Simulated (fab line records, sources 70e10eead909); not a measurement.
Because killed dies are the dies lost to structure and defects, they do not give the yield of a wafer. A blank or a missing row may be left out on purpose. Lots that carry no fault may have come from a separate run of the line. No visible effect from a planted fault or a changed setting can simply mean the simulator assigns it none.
fab line records	flow nand-harc
[record] lots = 6	wafers = 18	last-day = 32
route steps=1302 shown A_SOURCE_PLATE@416 A_ONON_D1@424 A_CHANNEL_HOLE_D1@450 END@1302
lots that met no fault: from a run of the same line without faults
start-h: hours from the record's opening day to when the first of the lot's shown wafers began	wait-h: time in hours since the lot's previous step	" same as the row above	L1.1+2: one row covering several wafers at once	- no value, or no start was given	* or withheld: withheld	< > ~ a bound
route shown NAME@n: a module of which the file shows steps, and the number in the route of the first	usual: the fault-free wafers' mean and standard deviation	same: alike in all rows	chamber/n: place in a boat	sites: readings site by site	_std_site: the standard deviation of these	_edge_site: inner sites' mean taken away from outer sites' mean	radius-mm: how far each site lies from the wafer's centre	mask NAME#n: copy n	behind: tool/chamber where the wafer was last shaped	hold: the reason the lot was held/the length of the hold in hours/how it ended	device: whichever transistor did not switch (one of n, p or np)	end of line: the tests these same wafers got at the end of their route	for a step that has no rows: nothing shown but its recipe	killed: dies that structure and defects cost at the first sort, which is not the same as the wafer's yield	map: shows each die of a wafer: x if killed, . if not, _ if none is there
set.NAME: the run value of the setting; set.NAME@STEP: its run value at that earlier step	model.NAME: the simulator's own value behind a step, which no gauge read
a table for each step, a row for each wafer; lots at some steps of the route
services: a tool's chamber out of use, with start hour (start-h, from the record's first day; less than 0 if before it), hours out, and reason
[[steps]]
[step NHARC_A_SOURCE_PLATE_THK_MEAS_09]
[recipe] thk-meas-gauge = ellipsometry
[usual] thk-nm = 9.6/1.1
lot.wafer	tool	chamber	start-h	wait-h	thk-nm
L162.1	film-metro-02	-	184.00	0.4	9.4
L162.4	"	-	"	"	8.5
L162.6	"	-	"	"	10.6
L174.1	film-metro-02	-	292.42	0.4	8.3
L174.4	"	-	"	"	10.1
L174.5	"	-	"	"	11.2
L175.4	film-metro-01	-	312.13	1.4	10.0
L175.5	"	-	"	"	9.4
L175.6	"	-	"	"	9.5
L178.3	film-metro-02	-	336.21	0.4	9.7
L178.4	"	-	"	"	10.2
L178.6	"	-	"	"	9.6
L179.2	film-metro-02	-	353.85	0.4	9.2
L179.4	"	-	"	"	8.8
L179.6	"	-	"	"	9.4
L181.2	film-metro-02	-	365.48	0.4	10.7
L181.5	"	-	"	"	9.2
L181.6	"	-	"	"	10.6
[step NHARC_A_SOURCE_PLATE_PVD_04]
[recipe] target-thk-a = 500	material = WSi2
[step NHARC_A_SOURCE_PLATE_CVD_03]
[recipe] target-thk-a = 2000	temp-c = 620	pressure-mtorr = 200	time-s = 4000	material = poly-Si
[step NHARC_A_SOURCE_PLATE_ANNEAL_05]
[recipe] temp-c = 850	time-s = 1800
[step NHARC_A_SOURCE_PLATE_THK_MEAS_06]
[recipe] thk-meas-gauge = ellipsometry
[usual] thk-nm = 199.6/2.5
lot.wafer	tool	chamber	start-h	wait-h	thk-nm
L162.1	film-metro-02	-	198.97	0.4	202.9
L162.4	"	-	"	"	201.1
L162.6	"	-	"	"	200.1
L174.1	film-metro-01	-	306.51	0.4	195.9
L174.4	"	-	"	"	196.8
L174.5	"	-	"	"	197.5
L175.4	film-metro-02	-	326.62	0.4	201.2
L175.5	"	-	"	"	201.8
L175.6	"	-	"	"	200.0
L178.3	film-metro-02	-	348.88	0.4	203.9
L178.4	"	-	"	"	203.0
L178.6	"	-	"	"	202.1
L179.2	film-metro-01	-	367.27	0.4	195.4
L179.4	"	-	"	"	195.5
L179.6	"	-	"	"	196.6
L181.2	film-metro-01	-	378.03	0.4	203.1
L181.5	"	-	"	"	200.2
L181.6	"	-	"	"	198.9
[step NHARC_A_SOURCE_PLATE_INSPECT_08]
[usual] raw-defect-count = 59/25
lot.wafer	tool	chamber	start-h	wait-h	raw-defect-count
L162.1	defect-inspect-02	-	199.03	0.0	30
L162.4	"	-	"	"	30
L162.6	"	-	"	"	39
L174.1	defect-inspect-01	-	306.58	0.0	64
L174.4	"	-	"	"	56
L174.5	"	-	"	"	128
L175.4	defect-inspect-01	-	326.68	0.0	57
L175.5	"	-	"	"	36
L175.6	"	-	"	"	38
L178.3	defect-inspect-01	-	348.99	0.0	64
L178.4	"	-	"	"	95
L178.6	"	-	"	"	65
L179.2	defect-inspect-01	-	367.34	0.0	126
L179.4	"	-	"	"	128
L179.6	"	-	"	"	82
L181.2	defect-inspect-02	-	378.09	0.0	72
L181.5	"	-	"	"	71
L181.6	"	-	"	"	64
[step NHARC_A_ONON_D1_DEP_00]
[recipe] target-thk-a = 10000	n2-flow-sccm = 2750	n2o-flow-sccm = 2000	nh3-flow-sccm = 500	sih4-flow-sccm = 210	temp-c = 400
[step NHARC_A_ONON_D1_THK_MEAS_02]
[recipe] thk-meas-gauge = ellipsometry
[usual] thk-nm = 1001/8.5
lot.wafer	tool	chamber	start-h	wait-h	thk-nm
L162.1	film-metro-01	-	199.61	-	991
L162.4	"	-	"	"	993
L162.6	"	-	"	"	991
L174.1	film-metro-01	-	307.16	-	1007
L174.4	"	-	"	"	1006
L174.5	"	-	"	"	1008
L175.4	film-metro-02	-	327.26	-	997
L175.5	"	-	"	"	996
L175.6	"	-	"	"	995
L178.3	film-metro-02	-	349.56	-	988
L178.4	"	-	"	"	987
L178.6	"	-	"	"	989
L179.2	film-metro-01	-	367.91	-	1011
L179.4	"	-	"	"	1009
L179.6	"	-	"	"	1008
L181.2	film-metro-01	-	378.90	-	1006
L181.5	"	-	"	"	1008
L181.6	"	-	"	"	1005
[step NHARC_A_ONON_D1_DEP_03]
[recipe] target-thk-a = 10000	n2-flow-sccm = 2750	n2o-flow-sccm = 2000	nh3-flow-sccm = 500	sih4-flow-sccm = 210	temp-c = 400
[step NHARC_A_ONON_D1_THK_MEAS_05]
[recipe] thk-meas-gauge = ellipsometry
[usual] thk-nm = 1001/12
lot.wafer	tool	chamber	start-h	wait-h	thk-nm
L162.1	film-metro-01	-	200.17	-	1000
L162.4	"	-	"	"	998
L162.6	"	-	"	"	999
L174.1	film-metro-01	-	307.72	-	1006
L174.4	"	-	"	"	1007
L174.5	"	-	"	"	1005
L175.4	film-metro-02	-	327.82	-	1021
L175.5	"	-	"	"	1021
L175.6	"	-	"	"	1022
L178.3	film-metro-01	-	350.13	-	998
L178.4	"	-	"	"	997
L178.6	"	-	"	"	996
L179.2	film-metro-02	-	368.48	-	1006
L179.4	"	-	"	"	1008
L179.6	"	-	"	"	1006
L181.2	film-metro-01	-	379.60	-	996
L181.5	"	-	"	"	997
L181.6	"	-	"	"	997
[step NHARC_A_ONON_D1_DEP_06]
[recipe] target-thk-a = 10000	n2-flow-sccm = 2750	n2o-flow-sccm = 2000	nh3-flow-sccm = 500	sih4-flow-sccm = 210	temp-c = 400
lot.wafer	tool	chamber	start-h	wait-h
L162.1+4+6	pecvd-onon-03	0	200.23	0.1
L174.1+4+5	pecvd-onon-03	0	307.78	0.1
L175.4+5+6	pecvd-onon-03	0	328.05	0.2
L178.3+4+6	pecvd-onon-01	0	350.30	0.2
L179.2+4+6	pecvd-onon-01	0	368.60	0.1
L181.2+5+6	pecvd-onon-02	0	379.83	0.2
[step NHARC_A_ONON_D1_THK_MEAS_08]
[recipe] thk-meas-gauge = ellipsometry
[usual] thk-nm = 1002/11
lot.wafer	tool	chamber	start-h	wait-h	thk-nm
L162.1	film-metro-02	-	200.74	-	998
L162.4	"	-	"	"	999
L162.6	"	-	"	"	998
L174.1	film-metro-01	-	308.29	-	999
L174.4	"	-	"	"	998
L174.5	"	-	"	"	1001
L175.4	film-metro-01	-	328.39	-	993
L175.5	"	-	"	"	996
L175.6	"	-	"	"	996
L178.3	film-metro-01	-	350.69	-	1008
L178.4	"	-	"	"	1012
L178.6	"	-	"	"	1010
L179.2	film-metro-01	-	369.05	-	1003
L179.4	"	-	"	"	1004
L179.6	"	-	"	"	1004
L181.2	film-metro-01	-	380.28	-	1010
L181.5	"	-	"	"	1009
L181.6	"	-	"	"	1011
[step NHARC_A_ONON_D1_DEP_09]
[recipe] target-thk-a = 10000	n2-flow-sccm = 2750	n2o-flow-sccm = 2000	nh3-flow-sccm = 500	sih4-flow-sccm = 210	temp-c = 400
[step NHARC_A_ONON_D1_THK_MEAS_11]
[recipe] thk-meas-gauge = ellipsometry
[usual] thk-nm = 995/9.8
lot.wafer	tool	chamber	start-h	wait-h	thk-nm
L162.1	film-metro-01	-	201.30	-	1005
L162.4	"	-	"	"	1007
L162.6	"	-	"	"	1007
L174.1	film-metro-01	-	308.86	-	990
L174.4	"	-	"	"	989
L174.5	"	-	"	"	991
L175.4	film-metro-01	-	328.96	-	981
L175.5	"	-	"	"	978
L175.6	"	-	"	"	982
L178.3	film-metro-01	-	351.26	-	988
L178.4	"	-	"	"	986
L178.6	"	-	"	"	988
L179.2	film-metro-02	-	369.61	-	1022
L179.4	"	-	"	"	1023
L179.6	"	-	"	"	1022
L181.2	film-metro-01	-	380.87	-	1008
L181.5	"	-	"	"	1009
L181.6	"	-	"	"	1010
[step NHARC_A_ONON_D1_DEP_12]
[recipe] target-thk-a = 10000	n2-flow-sccm = 2750	n2o-flow-sccm = 2000	nh3-flow-sccm = 500	sih4-flow-sccm = 210	temp-c = 400
[step NHARC_A_ONON_D1_THK_MEAS_14]
[recipe] thk-meas-gauge = ellipsometry
[usual] thk-nm = 998/10
lot.wafer	tool	chamber	start-h	wait-h	thk-nm
L162.1	film-metro-01	-	201.88	-	987
L162.4	"	-	"	"	986
L162.6	"	-	"	"	987
L174.1	film-metro-01	-	309.43	-	975
L174.4	"	-	"	"	973
L174.5	"	-	"	"	973
L175.4	film-metro-01	-	329.52	-	1006
L175.5	"	-	"	"	1004
L175.6	"	-	"	"	1006
L178.3	film-metro-01	-	351.83	-	998
L178.4	"	-	"	"	997
L178.6	"	-	"	"	996
L179.2	film-metro-01	-	370.18	-	993
L179.4	"	-	"	"	993
L179.6	"	-	"	"	993
L181.2	film-metro-01	-	381.44	-	993
L181.5	"	-	"	"	992
L181.6	"	-	"	"	993
[step NHARC_A_ONON_D1_ANNEAL_15]
[recipe] temp-c = 750	time-s = 3600
[step NHARC_A_ONON_D1_DEP_16]
[recipe] target-thk-a = 10000	n2-flow-sccm = 2750	n2o-flow-sccm = 2000	nh3-flow-sccm = 500	sih4-flow-sccm = 210	temp-c = 400
[step NHARC_A_ONON_D1_THK_MEAS_18]
[recipe] thk-meas-gauge = ellipsometry
[usual] thk-nm = 998/9.8
lot.wafer	tool	chamber	start-h	wait-h	thk-nm
L162.1	film-metro-02	-	209.97	-	1006
L162.4	"	-	"	"	1008
L162.6	"	-	"	"	1009
L174.1	film-metro-01	-	317.20	-	988
L174.4	"	-	"	"	988
L174.5	"	-	"	"	988
L175.4	film-metro-02	-	337.30	-	1012
L175.5	"	-	"	"	1015
L175.6	"	-	"	"	1015
L178.3	film-metro-01	-	359.65	-	1000
L178.4	"	-	"	"	1002
L178.6	"	-	"	"	1000
L179.2	film-metro-01	-	378.01	-	1005
L179.4	"	-	"	"	1006
L179.6	"	-	"	"	1008
L181.2	film-metro-02	-	389.22	-	1003
L181.5	"	-	"	"	1001
L181.6	"	-	"	"	1002
[step NHARC_A_ONON_D1_DEP_19]
[recipe] target-thk-a = 10000	n2-flow-sccm = 2750	n2o-flow-sccm = 2000	nh3-flow-sccm = 500	sih4-flow-sccm = 210	temp-c = 400
[step NHARC_A_ONON_D1_THK_MEAS_21]
[recipe] thk-meas-gauge = ellipsometry
[usual] thk-nm = 1003/12
lot.wafer	tool	chamber	start-h	wait-h	thk-nm
L162.1	film-metro-02	-	210.55	-	994
L162.4	"	-	"	"	993
L162.6	"	-	"	"	993
L174.1	film-metro-02	-	317.77	-	1027
L174.4	"	-	"	"	1031
L174.5	"	-	"	"	1029
L175.4	film-metro-02	-	337.87	-	1008
L175.5	"	-	"	"	1009
L175.6	"	-	"	"	1010
L178.3	film-metro-02	-	360.23	-	997
L178.4	"	-	"	"	999
L178.6	"	-	"	"	998
L179.2	film-metro-01	-	378.58	-	1018
L179.4	"	-	"	"	1017
L179.6	"	-	"	"	1017
L181.2	film-metro-01	-	389.79	-	1025
L181.5	"	-	"	"	1024
L181.6	"	-	"	"	1025
[step NHARC_A_ONON_D1_DEP_22]
[recipe] target-thk-a = 10000	n2-flow-sccm = 2750	n2o-flow-sccm = 2000	nh3-flow-sccm = 500	sih4-flow-sccm = 210	temp-c = 400
[step NHARC_A_ONON_D1_THK_MEAS_24]
[recipe] thk-meas-gauge = ellipsometry
[usual] thk-nm = 999/10
lot.wafer	tool	chamber	start-h	wait-h	thk-nm
L162.1	film-metro-02	-	211.11	-	998
L162.4	"	-	"	"	997
L162.6	"	-	"	"	998
L174.1	film-metro-01	-	318.33	-	998
L174.4	"	-	"	"	997
L174.5	"	-	"	"	999
L175.4	film-metro-02	-	338.43	-	1018
L175.5	"	-	"	"	1018
L175.6	"	-	"	"	1018
L178.3	film-metro-02	-	360.80	-	993
L178.4	"	-	"	"	993
L178.6	"	-	"	"	993
L179.2	film-metro-01	-	379.28	-	993
L179.4	"	-	"	"	991
L179.6	"	-	"	"	993
L181.2	film-metro-01	-	390.36	-	993
L181.5	"	-	"	"	992
L181.6	"	-	"	"	992
[step NHARC_A_ONON_D1_DEP_25]
[recipe] target-thk-a = 10000	n2-flow-sccm = 2750	n2o-flow-sccm = 2000	nh3-flow-sccm = 500	sih4-flow-sccm = 210	temp-c = 400
[step NHARC_A_ONON_D1_THK_MEAS_27]
[recipe] thk-meas-gauge = ellipsometry
[usual] thk-nm = 1002/8
lot.wafer	tool	chamber	start-h	wait-h	thk-nm
L162.1	film-metro-01	-	211.68	-	1000
L162.4	"	-	"	"	999
L162.6	"	-	"	"	999
L174.1	film-metro-02	-	318.90	-	998
L174.4	"	-	"	"	996
L174.5	"	-	"	"	996
L175.4	film-metro-02	-	339.00	-	998
L175.5	"	-	"	"	999
L175.6	"	-	"	"	1001
L178.3	film-metro-02	-	361.36	-	1004
L178.4	"	-	"	"	1002
L178.6	"	-	"	"	1001
L179.2	film-metro-01	-	379.98	-	994
L179.4	"	-	"	"	995
L179.6	"	-	"	"	997
L181.2	film-metro-02	-	390.92	-	1011
L181.5	"	-	"	"	1011
L181.6	"	-	"	"	1011
[step NHARC_A_ONON_D1_DEP_28]
[recipe] target-thk-a = 10000	n2-flow-sccm = 2750	n2o-flow-sccm = 2000	nh3-flow-sccm = 500	sih4-flow-sccm = 210	temp-c = 400
[step NHARC_A_ONON_D1_THK_MEAS_30]
[recipe] thk-meas-gauge = ellipsometry
[usual] thk-nm = 998/9.2
lot.wafer	tool	chamber	start-h	wait-h	thk-nm
L162.1	film-metro-01	-	212.25	-	992
L162.4	"	-	"	"	991
L162.6	"	-	"	"	993
L174.1	film-metro-01	-	319.46	-	999
L174.4	"	-	"	"	998
L174.5	"	-	"	"	997
L175.4	film-metro-01	-	339.57	-	1013
L175.5	"	-	"	"	1014
L175.6	"	-	"	"	1014
L178.3	film-metro-01	-	361.94	-	993
L178.4	"	-	"	"	994
L178.6	"	-	"	"	992
L179.2	film-metro-01	-	380.64	-	974
L179.4	"	-	"	"	976
L179.6	"	-	"	"	976
L181.2	film-metro-02	-	391.49	-	993
L181.5	"	-	"	"	994
L181.6	"	-	"	"	995
[step NHARC_A_ONON_D1_DEP_33]
[recipe] target-thk-a = 2000	temp-c = 400	pressure-torr = 6.5	rf-w = 900	teos-flow-sccm = 161.4	flow-sccm = 2650	target-thk-nm = 200	gas = O2	material = SiO2
[usual] heater-power-w = 519/84	throttle-valve-pct = 16.2/0.44
lot.wafer	tool	chamber	start-h	wait-h	heater-power-w	throttle-valve-pct
L162.1	pecvd-03	2	212.47	0.2	492	15.5
L162.4	"	2	"	"	498	15.4
L162.6	"	1	"	"	509	16.3
L174.1	pecvd-03	0	319.56	0.1	522	16.6
L174.5	"	2	"	"	582	15.7
L174.4	"	0	"	"	549	16.5
L175.5	pecvd-01	1	339.76	0.2	557	16.9
L175.6	"	2	"	"	512	16.6
L175.4	"	0	"	"	609	16.0
L178.3	pecvd-02	0	362.04	0.1	506	15.7
L178.4	"	2	"	"	348	16.0
L178.6	"	1	"	"	496	16.2
L179.2	pecvd-03	0	380.74	0.1	618	16.5
L179.6	"	0	"	"	631	16.5
L179.4	"	1	"	"	547	16.9
L181.2	pecvd-01	0	391.63	0.1	638	16.0
L181.6	"	1	"	"	514	17.2
L181.5	"	0	"	"	643	16.2
[step NHARC_A_ONON_D1_THK_MEAS_34]
[recipe] thk-meas-gauge = ellipsometry
[usual] thk-nm = 198.8/2.7
lot.wafer	tool	chamber	start-h	wait-h	thk-nm
L162.1	film-metro-02	-	212.89	-	196.9
L162.4	"	-	"	"	203.1
L162.6	"	-	"	"	201.5
L174.1	film-metro-02	-	319.93	-	197.6
L174.4	"	-	"	"	200.1
L174.5	"	-	"	"	201.4
L175.4	film-metro-02	-	340.03	-	197.5
L175.5	"	-	"	"	201.6
L175.6	"	-	"	"	198.2
L178.3	film-metro-01	-	362.41	-	197.4
L178.4	"	-	"	"	204.8
L178.6	"	-	"	"	203.0
L179.2	film-metro-01	-	381.11	-	198.9
L179.4	"	-	"	"	204.0
L179.6	"	-	"	"	205.0
L181.2	film-metro-01	-	391.96	-	197.4
L181.5	"	-	"	"	198.4
L181.6	"	-	"	"	198.7
[step NHARC_A_CHANNEL_HOLE_D1_DEP_00]
[recipe] target-thk-a = 31000	temp-c = 400	material = aC
[usual] throttle-valve-pct = 34.999/0.0085
lot.wafer	tool	chamber	start-h	wait-h	throttle-valve-pct
L162.1	acl-dep-01	0	215.06	2.1	35.010
L162.4	"	0	"	"	34.987
L162.6	"	0	"	"	34.988
L174.1	acl-dep-03	0	320.08	0.1	35.005
L174.4	"	0	"	"	35.004
L174.5	"	0	"	"	34.994
L175.4	acl-dep-02	0	341.20	1.1	35.013
L175.5	"	0	"	"	35.000
L175.6	"	0	"	"	34.990
L178.3	acl-dep-02	0	363.17	0.7	34.998
L178.4	"	0	"	"	35.005
L178.6	"	0	"	"	34.993
L179.2	acl-dep-02	0	387.22	6.0	35.001
L179.4	"	0	"	"	34.991
L179.6	"	0	"	"	35.011
L181.2	acl-dep-02	0	394.58	2.5	34.986
L181.5	"	0	"	"	35.001
L181.6	"	0	"	"	35.005
[step NHARC_A_CHANNEL_HOLE_D1_DEP_01]
[recipe] target-thk-a = 1400	target-thk-nm = 140	temp-c = 400	pressure-torr = 3.5	flow-sccm = 200	rf-w = 350	material = SiON
[usual] heater-power-w = 722/110
lot.wafer	tool	chamber	start-h	wait-h	heater-power-w
L162.1	pecvd-03	1	217.03	1.7	634
L162.4	"	2	"	"	760
L162.6	"	1	"	"	659
L174.1	pecvd-02	2	322.14	1.7	524
L174.4	"	0	"	"	792
L174.5	"	1	"	"	807
L175.5	pecvd-04	2	342.26	0.4	698
L175.4	"	0	"	"	858
L175.6	"	1	"	"	614
L178.3	pecvd-04	1	364.51	1.0	693
L178.4	"	2	"	"	766
L178.6	"	0	"	"	953
L179.2	pecvd-03	0	388.88	1.3	793
L179.4	"	2	"	"	738
L179.6	"	1	"	"	702
L181.2	pecvd-02	2	396.17	1.3	541
L181.5	"	0	"	"	734
L181.6	"	1	"	"	740
[step NHARC_A_CHANNEL_HOLE_D1_DEHYDRATE_02]
[recipe] temp-c = 150	time-s = 120
[step NHARC_A_CHANNEL_HOLE_D1_HMDS_03]
[recipe] time-s = 30
[step NHARC_A_CHANNEL_HOLE_D1_COAT_36]
[recipe] temp-c = 260	time-s = 75
[step NHARC_A_CHANNEL_HOLE_D1_COAT_37]
[recipe] temp-c = 225	time-s = 65
[step NHARC_A_CHANNEL_HOLE_D1_COAT_04]
[recipe] spin-rpm = 1500	resist-thk-nm = 90
[step NHARC_A_CHANNEL_HOLE_D1_SOFTBAKE_05]
[recipe] temp-c = 105	time-s = 55
[step NHARC_END_SORT_01]
[recipe] temp-c = 25
[usual] killed-at-array = 55/19	killed-at-other = 0.9/1.4	killed-at-periphery = 3.8/2.9	killed-dies = 60/19	killed-open = 3.3/1.8	killed-short = 2.6/1.6
[same] gross-dies = 677
lot.wafer	tool	chamber	start-h	wait-h	killed-at-array	killed-at-other	killed-at-periphery	killed-dies	killed-open	killed-short
L174.1	prober-01	0	703.36	2.5	108	0	6	114	3	4
L174.4	prober-01	0	705.72	3.4	99	0	8	107	3	2
L174.5	prober-01	0	706.51	3.7	97	0	11	108	5	4
L175.4	prober-02	0	718.47	3.4	134	0	2	136	3	4
L175.5	prober-02	0	719.26	3.6	136	0	7	143	6	3
L175.6	prober-02	0	720.05	3.9	133	0	0	133	4	2
// killed by level:class
L174.1 A_ONON_D1:unspecified=53 A_SLIT:chamber-film-flake=36 A_CHANNEL_HOLE_D1:chamber-film-flake=10 P_GATE:chamber-film-flake=2 A_CONTACT:chamber-film-flake=2 P_GATE:geometric-particle:short=1 P_CONTACT:geometric-particle:open=1 P_M1:geometric-particle:short=1
L174.4 A_ONON_D1:unspecified=58 A_SLIT:chamber-film-flake=24 P_GATE:chamber-film-flake=5 A_CHANNEL_HOLE_D1:chamber-film-flake=5 A_SOURCE_PLATE:geometric-particle:open=2 P_ZERO_WELL:chamber-film-flake=2 A_STAIRCASE:chamber-film-flake=2 A_SGD_CUT:chamber-film-flake=2
L174.5 A_ONON_D1:unspecified=52 A_SLIT:chamber-film-flake=23 A_CONTACT:chamber-film-flake=8 P_M0:chamber-film-flake=6 A_CHANNEL_HOLE_D1:chamber-film-flake=3 A_CHANNEL_FILL_D1:geometric-particle:open=2 A_SGD_CUT:geometric-particle:short=2 P_GATE:chamber-film-flake=2
L175.4 A_ONON_D1:unspecified=53 A_CHANNEL_HOLE_D1:chamber-film-flake=34 A_SLIT:chamber-film-flake=20 A_CHANNEL_HOLE_D2:chamber-film-flake=15 A_CONTACT:chamber-film-flake=3 A_WL_FILL:geometric-particle:short=2 A_SOURCE_PLATE:geometric-particle:open=1 A_CHANNEL_HOLE_D1:geometric-particle:short=1
L175.5 A_ONON_D1:unspecified=53 A_CHANNEL_HOLE_D1:chamber-film-flake=31 A_CHANNEL_HOLE_D2:chamber-film-flake=20 A_SLIT:chamber-film-flake=19 A_STAIRCASE:chamber-film-flake=5 P_ZERO_WELL:chamber-film-flake=3 P_M0:geometric-particle:open=2 A_WL_FILL:geometric-particle:short=2
L175.6 A_ONON_D1:unspecified=52 A_SLIT:chamber-film-flake=32 A_CHANNEL_HOLE_D1:chamber-film-flake=27 A_CHANNEL_HOLE_D2:chamber-film-flake=10 A_CONTACT:chamber-film-flake=4 A_DECK1_JOINT:geometric-particle:open=1 A_STAIRCASE:geometric-particle:open=1 A_SGD_CUT:geometric-particle:open=1
// map L174.1 (x killed, . not)
____________.____________
_________......._________
_______..........._______
______.............______
_____......x........_____
____.................____
____.................____
___...................___
___...................___
__.....................__
__.....x..............x__
_...........x..........x_
_.......x............x.._
_......x...........xxxxx_
_..............xx...xxxx_
_..................x.xxx_
....................xxxxx
...................xx.x..
.....................xxxx
....................x.xx.
.........x...........xxx.
_..................xxx.._
_.....x................._
_......................._
_xx.x..................._
_.x..x...........x...x.._
__.x.............x.....__
__xxx..................__
___x..................___
___.....x..xx.........___
____x....xxxxxxx.....____
____.....xxxxxxx..x..____
_____...xxxxxxxxx..._____
______.xxxxxxxxx.x.______
_______.xxxxxxxxx._______
_________xxxxxxx_________
____________x____________
// map L175.5 (x killed, . not)
____________x____________
_________.....x._________
_______..........._______
______.............______
_____..............._____
____........xx.......____
____.x...............____
___.......x...........___
___...................___
__...x......x..........__
__.....................__
_.....................x._
_......................._
_......................x_
_.x.........x......x.x.x_
_.................xxx.x._
...................xxx.xx
....................xxxx.
..........x.........xxx..
.......x.x...............
...........x...........x.
_x..x..................._
_......................._
_........x.............._
_xx..x.xxx...x.........._
_x.x.xxxxxx....x........_
__xxxx.xxx.............__
__xxx.xxxxx............__
___xxxxx.x..x..x......___
___xxx.xxx.xxxxx......___
____..x.x.xxxxxx.....____
____xx.x..xxxxxx.....____
_____...xxxxxxxxxx.._____
______x.xxxxxxxxxx.______
_______.xxxxxxxx.._______
_________xxxxxxx_________
____________x____________
[[services]]
tool	chamber	start-h	hours	kind
pecvd-03	-	185.00	13.0	pm
pecvd-03	0	185.00	13.0	vent-cycle
pecvd-03	1	185.00	13.0	vent-cycle
pecvd-03	2	185.00	13.0	vent-cycle
pecvd-onon-02	-	185.78	13.0	pm
pecvd-02	-	188.04	0.7	repair
acl-dep-01	-	189.58	13.0	pm
pecvd-03	0	198.00	-	clean
pecvd-01	1	201.88	6.4	repair
acl-dep-03	-	211.71	0.7	repair
pecvd-02	-	227.00	13.0	pm
pecvd-onon-03	-	227.00	13.0	pm
acl-dep-02	-	247.90	13.0	pm
pecvd-01	-	255.51	1.1	repair
pecvd-04	-	269.00	13.0	pm
pecvd-onon-01	-	269.40	13.0	pm
acl-dep-03	-	301.63	13.0	pm
pecvd-01	-	311.00	13.0	pm
pecvd-02	2	329.30	8.8	repair
pecvd-01	0	362.57	9.0	repair
pecvd-03	-	366.24	13.0	pm
pecvd-onon-02	-	366.78	13.0	pm
acl-dep-01	-	371.68	13.0	pm
pecvd-03	-	391.07	9.2	repair
[[key]]
[first-sign] step = NHARC_END_SORT_01	reading = killed-dies	direction = up	sigmas = 3.4	usual = 60	struck = 124
[effect] step = NHARC_END_SORT_01	reading = killed-at-array	direction = up	sigmas = 3.3	usual = 55	struck = 118
[more-kills-born-at] NHARC_A_ONON_D1_DEP_06@pecvd-onon-03 = 321
met-at NHARC_A_ONON_D1_DEP_06
struck-wafers L174.1,L174.4,L174.5,L175.4,L175.5,L175.6
tester-left-out L174,L175
onset-between 200.23 307.78
[fault] kind = chamber-particle-source	tool = pecvd-onon-03	chamber = -	onset-h = 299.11	steps = NHARC_A_ONON_D1_DEP_06	rate-per-visit-cm2 = 1.3351	end-h = 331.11
// tester-left-out: of these lots the tester's yield and bins aren't shown, on N5 and GAA mostly nor the transistor test; their killed dies are dies lost to structure and defects alone, not to doping, threshold or leakage, so they don't give the yield
